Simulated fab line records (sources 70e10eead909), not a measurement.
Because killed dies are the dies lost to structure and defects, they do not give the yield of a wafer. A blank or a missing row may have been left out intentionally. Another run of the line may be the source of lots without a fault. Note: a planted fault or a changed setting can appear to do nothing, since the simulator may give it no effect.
fab line records	flow nandHarc
record: lots: 7	wafers: 21	lastDay: 34
route steps=1302 shown A_BONDPAD@1208 END@1302
lots with no fault: from the same line, run without faults
startH: hours from the record's opening day to when the first of the lot's shown wafers began	waitH: how many hours have passed since the lot's step before this one	" as in the row above	L1.1+2: one row covering several wafers at once	- either no value or no given start	* or withheld: withheld	< > ~ a bound
route shown NAME@n: names a module that has steps shown in the file, with the first one's number in the route	usual: average and standard deviation across the fault-free wafers	same: alike in all rows	chamber/n: place in a boat	sites: the reading at each site	_std_site: standard deviation across them	_edge_site: outer sites' mean less inner sites'	radiusMm: for every site, how far away it sits from the centre of the wafer	mask NAME#n: copy n	behind: the most recent tool/chamber to have shaped the wafer	hold: what put the lot on hold/how long, in hours/how the hold closed	device: the n, p or np transistor that did not switch	end of line: at the end of the route, the tests of the same wafers	a step without rows: its recipe alone	killed: count of dies lost to structure and defects at first sort (not the wafer's yield)	map: shows each die of a wafer: x if killed, . if not, _ if none is there
set.NAME: the setting the step ran with; set.NAME@STEP: the setting that earlier step ran with	model.NAME: the simulator's own value behind a step, which no gauge read
lots at selected steps of the route; one table per step, one row per wafer
services: a tool's chamber out of use, with start hour (startH, from the record's first day; less than 0 if before it), hours out, and reason
== steps ==
step: NHARC_A_BONDPAD_COAT_33
recipe: tempC: 200	timeS: 65
step: NHARC_A_BONDPAD_COAT_03
recipe: spinRpm: 2000	resistThkNm: 600
step: NHARC_A_BONDPAD_SOFTBAKE_04
recipe: tempC: 125	timeS: 70
step: NHARC_A_BONDPAD_EBR_05
step: NHARC_A_BONDPAD_EXPOSE_06
recipe: na: 0.55	doseMj: 36.99	maskId: A_BPAD
step: NHARC_A_BONDPAD_PEB_07
recipe: pebTempC: 128	pebTimeS: 80
step: NHARC_A_BONDPAD_DEVELOP_08
recipe: timeS: 50	devTempC: 22
step: NHARC_A_BONDPAD_CD_MEAS_09
recipe: targetCdNm: 500	landingEnergyEv: 500
usual: cdNm: 500.2/1.2
lot.wafer	tool	chamber	startH	waitH	cdNm
L169.1	cdSem-03	0	573.87	-	496.7
L169.2	"	0	"	"	500.1
L169.6	"	0	"	"	500.6
L172.1	cdSem-02	0	622.77	-	499.2
L172.2	"	0	"	"	499.9
L172.5	"	0	"	"	502.2
L174.1	cdSem-02	0	640.18	-	498.3
L174.2	"	0	"	"	498.0
L174.4	"	0	"	"	499.0
L176.1	cdSem-03	0	662.54	-	499.1
L176.3	"	0	"	"	499.9
L176.4	"	0	"	"	500.7
L178.1	cdSem-02	0	663.44	-	499.4
L178.5	"	0	"	"	500.3
L178.6	"	0	"	"	500.7
L183.3	cdSem-03	0	733.29	-	502.7
L183.5	"	0	"	"	502.2
L183.6	"	0	"	"	501.4
L186.1	cdSem-02	0	767.09	-	500.5
L186.3	"	0	"	"	500.7
L186.5	"	0	"	"	497.9
step: NHARC_A_BONDPAD_OVL_MEAS_35
usual: overlayXNm: -1/4.4	overlayYNm: 1/6.2
lot.wafer	tool	chamber	startH	waitH	overlayXNm	overlayYNm
L169.1	overlay-02	-	573.96	-	-2	4
L169.2	"	-	"	"	-2	4
L169.6	"	-	"	"	-2	4
L172.1	overlay-01	-	622.86	-	0	8
L172.2	"	-	"	"	-1	8
L172.5	"	-	"	"	-1	7
L174.1	overlay-02	-	640.28	-	1	12
L174.2	"	-	"	"	1	12
L174.4	"	-	"	"	0	12
L176.1	overlay-01	-	662.62	-	3	8
L176.3	"	-	"	"	3	8
L176.4	"	-	"	"	3	8
L178.1	overlay-01	-	663.53	-	3	14
L178.5	"	-	"	"	3	13
L178.6	"	-	"	"	2	13
L183.3	overlay-01	-	733.37	-	-7	-4
L183.5	"	-	"	"	-7	-4
L183.6	"	-	"	"	-7	-5
L186.1	overlay-01	-	767.18	-	4	4
L186.3	"	-	"	"	3	4
L186.5	"	-	"	"	3	4
step: NHARC_A_BONDPAD_HARDBAKE_10
recipe: tempC: 118	timeS: 65
step: NHARC_A_BONDPAD_DESCUM_11
recipe: timeS: 3	o2FlowSccm: 200	arFlowSccm: 0	biasPowerW: 0	chemistry: O2
usual: drypumpMotorCurrentA: 6.05/0.23	oesProductAu: 1.001/0.0076	rfVppV: 57.9/0.97	showerheadPlenumPTorr: 1.93/0.1	throttleValvePct: 11.311/0.0096
same: timeS: 3
lot.wafer	tool	chamber	startH	waitH	drypumpMotorCurrentA	oesProductAu	rfHoursCounterH	rfVppV	showerheadPlenumPTorr	throttleValvePct
L169.2	rieDiel-12	3	574.08	-	5.89	1.004	3	57.4	1.85	11.314
L169.1	"	2	"	"	5.75	0.998	3	57.5	2.03	11.313
L169.6	"	0	"	"	5.98	0.991	-	57.4	1.82	11.323
L172.1	rieDiel-02	1	622.98	-	6.03	1.005	10	59.2	2.05	11.314
L172.2	"	2	"	"	6.42	0.999	10	58.2	1.99	11.303
L172.5	"	1	"	"	6.02	1.012	-	58.7	2.05	11.292
L174.1	rieDiel-02	3	640.41	-	5.59	1.005	11	56.9	1.77	11.316
L174.4	"	0	"	"	6.23	1.011	13	57.1	2.06	11.313
L174.2	"	1	"	"	6.02	1.002	13	59.5	2.05	11.306
L176.1	rieDiel-02	0	662.75	-	6.22	1.001	18	57.8	2.06	11.312
L176.3	"	1	"	"	6.02	0.994	17	59.3	2.05	11.303
L176.4	"	3	"	"	5.58	1.002	17	57.4	1.77	11.326
L178.1	rieDiel-02	0	663.66	-	6.22	1.000	18	59.0	2.06	11.314
L178.6	"	3	"	"	5.62	1.006	-	57.7	1.77	11.296
L178.5	"	0	"	"	6.21	1.007	-	57.7	2.06	11.321
L183.3	rieDiel-12	3	733.50	-	5.92	1.003	3	58.3	1.85	11.330
L183.6	"	2	"	"	5.75	0.993	-	58.1	2.03	11.292
L183.5	"	3	"	"	5.88	1.001	-	56.2	1.85	11.317
L186.1	rieDiel-12	0	767.31	-	5.95	0.990	3	58.3	1.82	11.318
L186.3	"	2	"	"	5.77	1.007	3	58.6	2.03	11.312
L186.5	"	3	"	"	5.93	0.998	-	57.8	1.85	11.300
step: NHARC_A_BONDPAD_ETCH_34
recipe: targetDepthA: 600	overetchA: 180	timeS: 65.91	ionEnergyEv: 200	n2FlowSccm: 150	h2FlowSccm: 150	arFlowSccm: 0	rfW: 400	biasW: 150	chemistry: N2/H2
usual: drypumpMotorCurrentA: 6.05/0.22	h2FlowSccm: 150.0/0.49	oesProductAu: 1.001/0.0076	rfVppV: 431/3.3	runLengthS: 87.2/0.43	showerheadPlenumPTorr: 2.06/0.11	throttleValvePct: 14.171/0.0095
same: timeS: 65.91
lot.wafer	tool	chamber	startH	waitH	drypumpMotorCurrentA	h2FlowSccm	oesProductAu	rfHoursCounterH	rfVppV	runLengthS	showerheadPlenumPTorr	throttleValvePct
L169.2	rieDiel-12	0	574.17	0.1	5.97	150.1	0.989	3	427	87.1	1.94	14.168
L169.1	"	1	"	"	6.20	149.9	0.992	3	433	87.1	2.13	14.184
L169.6	"	1	"	"	6.19	150.0	1.000	-	433	86.9	2.13	14.176
L172.2	rieDiel-02	2	623.08	0.1	6.39	149.7	1.015	10	433	87.0	2.12	14.183
L172.1	"	3	"	"	5.61	150.2	1.016	10	425	87.1	1.88	14.165
L172.5	"	1	"	"	6.04	149.6	1.000	-	435	87.9	2.19	14.173
L174.4	rieDiel-02	0	640.49	0.1	6.21	149.2	1.001	13	433	87.1	2.20	14.154
L174.2	"	1	"	"	6.01	149.2	0.991	13	435	87.8	2.19	14.168
L174.1	"	2	"	"	6.40	150.3	1.000	12	433	87.0	2.12	14.164
L176.4	rieDiel-02	0	662.83	0.1	6.26	149.5	1.019	18	436	86.9	2.20	14.166
L176.1	"	2	"	"	6.39	150.6	1.003	16	432	87.0	2.12	14.176
L176.3	"	3	"	"	5.61	149.7	1.005	17	426	87.0	1.88	14.179
L178.1	rieDiel-02	1	663.76	0.1	6.03	149.6	0.997	17	434	87.8	2.19	14.184
L178.6	"	2	"	"	6.41	150.5	1.009	-	432	87.0	2.12	14.171
L178.5	"	3	"	"	5.61	150.7	0.997	-	426	86.6	1.88	14.168
L183.3	rieDiel-12	1	733.60	0.1	6.20	149.6	0.996	2	433	87.5	2.13	14.170
L183.6	"	2	"	"	5.76	149.7	1.002	-	433	86.4	2.16	14.171
L183.5	"	3	"	"	5.93	149.6	0.996	-	428	87.3	1.97	14.180
L186.1	rieDiel-12	1	767.39	0.1	6.17	149.7	0.998	3	433	87.0	2.13	14.168
L186.3	"	2	"	"	5.76	149.4	0.998	3	434	86.5	2.16	14.167
L186.5	"	2	"	"	5.75	149.4	1.010	-	433	86.5	2.16	14.174
step: NHARC_A_BONDPAD_ETCH_12
recipe: targetDepthA: 2200	timeS: 110	chf3FlowSccm: 50	o2FlowSccm: 10	arFlowSccm: 200	rfW: 500	biasW: 200	chemistry: CHF3/O2
usual: drypumpMotorCurrentA: 6.06/0.23	oesProductAu: 0.943/0.019	rfVppV: 371.1/2.8	runLengthS: 131.2/0.4	showerheadPlenumPTorr: 2.43/0.12	throttleValvePct: 20.573/0.0089
lot.wafer	tool	chamber	startH	waitH	drypumpMotorCurrentA	oesProductAu	rfHoursCounterH	rfVppV	runLengthS	showerheadPlenumPTorr	throttleValvePct
L169.2	rieDiel-12	2	574.26	-	5.76	0.971	3	374.2	130.6	2.54	20.576
L169.1	"	0	"	"	5.95	0.952	3	368.0	131.1	2.29	20.564
L169.6	"	2	"	"	5.75	0.963	-	375.9	130.3	2.54	20.568
L172.1	rieDiel-02	3	623.18	-	5.61	0.940	10	365.2	130.6	2.23	20.573
L172.2	"	0	"	"	6.18	0.932	10	374.1	131.3	2.58	20.579
L172.5	"	2	"	"	6.36	0.938	-	373.4	131.2	2.49	20.581
L174.4	rieDiel-02	0	640.58	-	6.21	0.928	13	373.8	130.9	2.58	20.585
L174.2	"	2	"	"	6.33	0.937	12	372.1	131.6	2.49	20.580
L174.1	"	3	"	"	5.61	0.937	12	366.4	124.5	2.23	20.559
L176.3	rieDiel-02	2	662.93	-	6.35	0.939	17	371.5	131.1	2.49	20.569
L176.4	"	3	"	"	5.60	0.930	17	366.6	131.1	2.23	20.564
L176.1	"	1	"	"	6.01	0.924	17	373.2	125.4	2.57	20.568
L178.1	rieDiel-02	1	663.84	-	6.01	0.918	17	374.5	125.8	2.57	20.570
L178.6	"	0	"	"	6.25	0.927	-	375.7	124.9	2.58	20.558
L178.5	"	1	"	"	5.98	0.929	-	374.1	131.6	2.57	20.579
L183.3	rieDiel-12	0	733.68	-	5.98	0.910	3	368.7	130.9	2.29	20.573
L183.6	"	3	"	"	5.89	0.929	-	368.8	131.7	2.32	20.575
L183.5	"	0	"	"	5.95	0.926	-	366.5	131.1	2.29	20.586
L186.3	rieDiel-12	1	767.48	-	6.19	0.981	3	371.7	131.2	2.50	20.576
L186.1	"	3	"	"	5.90	0.964	4	368.7	131.4	2.32	20.578
L186.5	"	2	"	"	5.76	0.962	-	374.8	130.5	2.54	20.579
step: NHARC_A_BONDPAD_CD_MEAS_13
usual: cdNm: 499.6/1.3
lot.wafer	tool	chamber	startH	waitH	cdNm
L169.1	cdSem-03	-	574.40	-	496.2
L169.2	"	-	"	"	500.7
L169.6	"	-	"	"	501.3
L172.1	cdSem-01	-	623.30	-	498.5
L172.2	"	-	"	"	499.4
L172.5	"	-	"	"	501.9
L174.1	cdSem-03	-	640.72	-	497.3
L174.2	"	-	"	"	497.5
L174.4	"	-	"	"	498.2
L176.1	cdSem-02	-	663.07	-	496.3
L176.3	"	-	"	"	498.5
L176.4	"	-	"	"	499.6
L178.1	cdSem-01	-	663.97	-	498.7
L178.5	"	-	"	"	498.2
L178.6	"	-	"	"	499.1
L183.3	cdSem-03	-	733.82	-	501.6
L183.5	"	-	"	"	501.9
L183.6	"	-	"	"	500.5
L186.1	cdSem-03	-	767.62	-	499.7
L186.3	"	-	"	"	500.7
L186.5	"	-	"	"	497.5
step: NHARC_END_SORT_01
recipe: tempC: 25
usual: defectLimitedYield: 91/3.1	killedAtArray: 56/21	killedAtOther: 1.2/1.6	killedAtPeriphery: 3.7/2.5	killedDies: 61/21	killedOpen: 3.1/1.8	killedShort: 2.8/1.7
same: grossDies: 677
lot.wafer	tool	chamber	startH	waitH	defectLimitedYield[%]	killedAtArray	killedAtOther	killedAtPeriphery	killedDies	killedOpen	killedShort
L169.1	prober-02	0	600.77	2.5	90	66	0	2	68	2	3
L169.2	prober-02	0	601.54	2.7	91	60	0	2	62	4	1
L169.6	prober-02	0	604.62	3.9	89	72	2	2	76	4	2
L172.1	prober-01	0	652.58	2.5	88	70	5	3	78	4	2
L172.2	prober-01	0	653.39	2.8	88	73	5	6	84	6	1
L172.5	prober-01	0	655.80	3.7	86	90	2	4	96	3	5
L174.1	prober-02	0	671.70	2.5	91	60	0	3	63	2	2
L174.2	prober-02	0	672.49	2.8	92	51	0	2	53	2	5
L174.4	prober-02	0	674.06	3.4	93	45	1	2	48	3	1
L176.1	prober-02	0	690.40	2.5	96	27	1	1	29	1	4
L176.3	prober-02	0	691.96	3.1	97	17	0	1	18	2	4
L176.4	prober-02	0	692.75	3.4	97	21	0	0	21	2	5
L183.3	prober-01	0	774.03	3.1	86	90	3	2	95	1	8
L183.5	prober-01	0	775.64	3.7	88	71	2	5	78	4	3
L183.6	prober-01	0	776.44	4.0	87	79	3	4	86	3	4
L186.1	prober-01	0	805.01	2.5	97	17	0	3	20	3	1
L186.3	prober-01	0	806.62	3.1	95	22	3	6	31	3	2
L186.5	prober-01	0	808.23	3.7	96	21	1	3	25	3	5
killed by level:class
L169.1 A_CHANNEL_HOLE_D2:chamberFilmFlake=30 A_SLIT:chamberFilmFlake=21 A_SOURCE_PLATE:geometricParticle:short=2 A_CHANNEL_HOLE_D1:chamberFilmFlake=2 A_CHANNEL_FILL_D2:chamberFilmFlake=2 A_STAIRCASE:chamberFilmFlake=2 A_CONTACT:chamberFilmFlake=2 A_M0:chamberFilmFlake=2
L169.2 A_SLIT:chamberFilmFlake=28 A_CHANNEL_HOLE_D2:chamberFilmFlake=23 A_CHANNEL_HOLE_D1:chamberFilmFlake=2 A_STAIRCASE:chamberFilmFlake=2 P_CONTACT:geometricParticle:open=1 A_ONON_D1:geometricParticle:open=1 A_CHANNEL_HOLE_D1:geometricParticle:open=1 A_DECK1_JOINT:geometricParticle:open=1
L169.6 A_CHANNEL_HOLE_D2:chamberFilmFlake=36 A_SLIT:chamberFilmFlake=23 A_CONTACT:chamberFilmFlake=3 A_STAIRCASE:chamberFilmFlake=2 A_M0:chamberFilmFlake=2 P_GATE:geometricParticle:short=1 P_M2:geometricParticle:short=1 A_CHANNEL_HOLE_D1:geometricParticle:open=1
L172.1 A_CHANNEL_HOLE_D1:chamberFilmFlake=26 A_CHANNEL_HOLE_D2:chamberFilmFlake=16 A_SLIT:chamberFilmFlake=11 THIN_TSV:chamberFilmFlake=5 A_CONTACT:chamberFilmFlake=3 A_ONON_D1:geometricParticle:short=2 A_ONON_D1:geometricParticle:open=2 A_CHANNEL_FILL_D1:chamberFilmFlake=2
L172.2 A_CHANNEL_HOLE_D1:chamberFilmFlake=31 A_SLIT:chamberFilmFlake=18 A_CHANNEL_HOLE_D2:chamberFilmFlake=14 THIN_TSV:chamberFilmFlake=5 A_M1:chamberFilmFlake=3 P_STI:chamberFilmFlake=2 P_M1:geometricParticle:open=1 A_ONON_D1:geometricParticle:open=1
L172.5 A_CHANNEL_HOLE_D1:chamberFilmFlake=40 A_SLIT:chamberFilmFlake=25 A_CHANNEL_HOLE_D2:chamberFilmFlake=12 A_CONTACT:chamberFilmFlake=4 P_GATE:chamberFilmFlake=2 THIN_TSV:chamberFilmFlake=2 P_STI:geometricParticle:short=1 A_CHANNEL_HOLE_D1:geometricParticle:short=1
L174.1 A_CHANNEL_HOLE_D1:chamberFilmFlake=32 A_BONDPAD:areaEtch=12 A_STAIRCASE:chamberFilmFlake=3 A_SLIT:chamberFilmFlake=3 A_CONTACT:chamberFilmFlake=3 A_WL_FILL:chamberFilmFlake=2 P_GATE:geometricParticle:open=1 A_DECK1_JOINT:geometricParticle:short=1
L174.2 A_CHANNEL_HOLE_D1:chamberFilmFlake=34 A_SLIT:chamberFilmFlake=7 A_WL_FILL:chamberFilmFlake=2 P_GATE:geometricParticle:open=1 A_SOURCE_PLATE:geometricParticle:short=1 A_CHANNEL_FILL_D1:geometricParticle:short=1 A_SGD_CUT:geometricParticle:short=1 A_WL_FILL:geometricParticle:short=1
L174.4 A_CHANNEL_HOLE_D1:chamberFilmFlake=32 A_SLIT:chamberFilmFlake=4 A_CONTACT:chamberFilmFlake=2 A_STAIRCASE:chamberFilmFlake=2 P_M0:geometricParticle:open=1 A_CHANNEL_FILL_D2:geometricParticle:short=1 A_CHANNEL_FILL_D2:geometricParticle:open=1 A_BLC:geometricParticle:open=1
L176.1 A_CHANNEL_HOLE_D1:chamberFilmFlake=10 A_SLIT:chamberFilmFlake=5 A_BONDPAD:areaEtch=4 A_WL_FILL:chamberFilmFlake=3 P_CONTACT:geometricParticle:short=1 A_CHANNEL_FILL_D1:geometricParticle:short=1 A_CHANNEL_FILL_D2:geometricParticle:open=1 A_SLIT:geometricParticle:short=1
L176.3 A_CHANNEL_HOLE_D1:chamberFilmFlake=7 A_SLIT:chamberFilmFlake=3 A_ONON_D2:geometricParticle:open=2 P_STI:geometricParticle:short=1 A_CHANNEL_FILL_D1:geometricParticle:short=1 A_DECK1_JOINT:geometricParticle:short=1 A_ONON_D2:geometricParticle:short=1 A_WL_FILL:chamberFilmFlake=1
L176.4 A_CHANNEL_HOLE_D1:chamberFilmFlake=5 A_CONTACT:chamberFilmFlake=4 A_M0:geometricParticle:short=2 A_SLIT:chamberFilmFlake=2 A_WL_FILL:chamberFilmFlake=2 A_CHANNEL_FILL_D1:geometricParticle:short=1 A_CHANNEL_FILL_D1:geometricParticle:open=1 A_CHANNEL_FILL_D2:geometricParticle:short=1
L183.3 A_SLIT:chamberFilmFlake=29 A_CHANNEL_HOLE_D2:chamberFilmFlake=23 A_CHANNEL_HOLE_D1:chamberFilmFlake=13 A_CONTACT:chamberFilmFlake=11 A_M1:geometricParticle:short=3 THIN_TSV:chamberFilmFlake=3 A_M0:chamberFilmFlake=2 P_M0:geometricParticle:short=1
L183.5 A_SLIT:chamberFilmFlake=30 A_CHANNEL_HOLE_D2:chamberFilmFlake=18 A_CHANNEL_HOLE_D1:chamberFilmFlake=8 A_CONTACT:chamberFilmFlake=8 A_WL_FILL:geometricParticle:open=2 THIN_TSV:chamberFilmFlake=2 P_GATE:geometricParticle:short=1 P_CONTACT:geometricParticle:open=1
L183.6 A_SLIT:chamberFilmFlake=27 A_CHANNEL_HOLE_D2:chamberFilmFlake=25 A_CHANNEL_HOLE_D1:chamberFilmFlake=15 A_CONTACT:chamberFilmFlake=5 THIN_TSV:chamberFilmFlake=3 P_CONTACT:geometricParticle:short=1 P_CONTACT:geometricParticle:open=1 P_M0:geometricParticle:open=1
L186.1 A_SLIT:chamberFilmFlake=8 A_CHANNEL_HOLE_D2:chamberFilmFlake=2 A_STAIRCASE:chamberFilmFlake=2 A_CONTACT:chamberFilmFlake=2 P_CONTACT:geometricParticle:short=1 P_M1:geometricParticle:open=1 A_SOURCE_PLATE:geometricParticle:open=1 A_M0:geometricParticle:open=1
L186.3 A_SLIT:chamberFilmFlake=10 P_GATE:chamberFilmFlake=5 A_CONTACT:chamberFilmFlake=5 THIN_TSV:chamberFilmFlake=3 A_STAIRCASE:chamberFilmFlake=2 P_CONTACT:geometricParticle:open=1 A_CHANNEL_FILL_D1:geometricParticle:short=1 A_DECK1_JOINT:geometricParticle:short=1
L186.5 A_SLIT:chamberFilmFlake=8 A_CONTACT:chamberFilmFlake=3 A_WL_FILL:geometricParticle:short=2 A_CHANNEL_HOLE_D1:chamberFilmFlake=2 P_STI:geometricParticle:short=1 P_CONTACT:geometricParticle:open=1 A_SOURCE_PLATE:geometricParticle:short=1 A_SOURCE_PLATE:geometricParticle:open=1
== services ==
tool	chamber	startH	hours	kind
rieDiel-12	2	552.92	6.1	repair
rieDiel-02	-	570.70	9.0	pm
rieDiel-02	0	570.70	9.0	ventCycle
rieDiel-02	1	570.70	9.0	ventCycle
rieDiel-02	2	570.70	9.0	ventCycle
rieDiel-02	3	570.70	9.0	ventCycle
rieDiel-12	-	571.93	0.4	repair
rieDiel-02	0	579.70	-	clean
rieDiel-02	1	579.70	-	clean
rieDiel-02	2	579.70	-	clean
rieDiel-02	3	579.70	-	clean
rieDiel-02	0	604.20	-	clean
rieDiel-02	1	604.20	-	clean
rieDiel-02	2	604.20	-	clean
rieDiel-12	-	622.40	9.0	pm
rieDiel-02	3	633.45	5.0	repair
rieDiel-12	0	668.63	6.6	repair
rieDiel-02	-	668.68	1.2	repair
rieDiel-12	2	674.31	1.3	repair
rieDiel-12	-	678.84	0.5	repair
rieDiel-12	2	692.30	19.3	repair
rieDiel-12	1	696.46	2.1	repair
rieDiel-12	1	721.83	6.8	repair
rieDiel-02	-	747.70	9.0	pm
== key ==
firstSign: step: NHARC_A_BONDPAD_ETCH_12	reading: runLengthS	direction: down	sigmas: 15	usual: *	struck: *
effect none on later readings
metAt NHARC_A_BONDPAD_ETCH_12
struckWafers L174.1,L176.1,L178.1,L178.6
sortLeftOut L178.1,L178.6
onsetBetween 623.18 640.58
fault: kind: processParameterDrift	tool: rieDiel-02	chamber: -	onsetH: 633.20	steps: NHARC_A_BONDPAD_ETCH_12	channel: timeS	offset: *	shape: step	endH: 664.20	scope: struckWafersOnly	actsIn: *	stated: *
sortLeftOut: the simulated sort isn't trusted on such a fault, so these wafers' sort isn't shown, and their yield isn't known
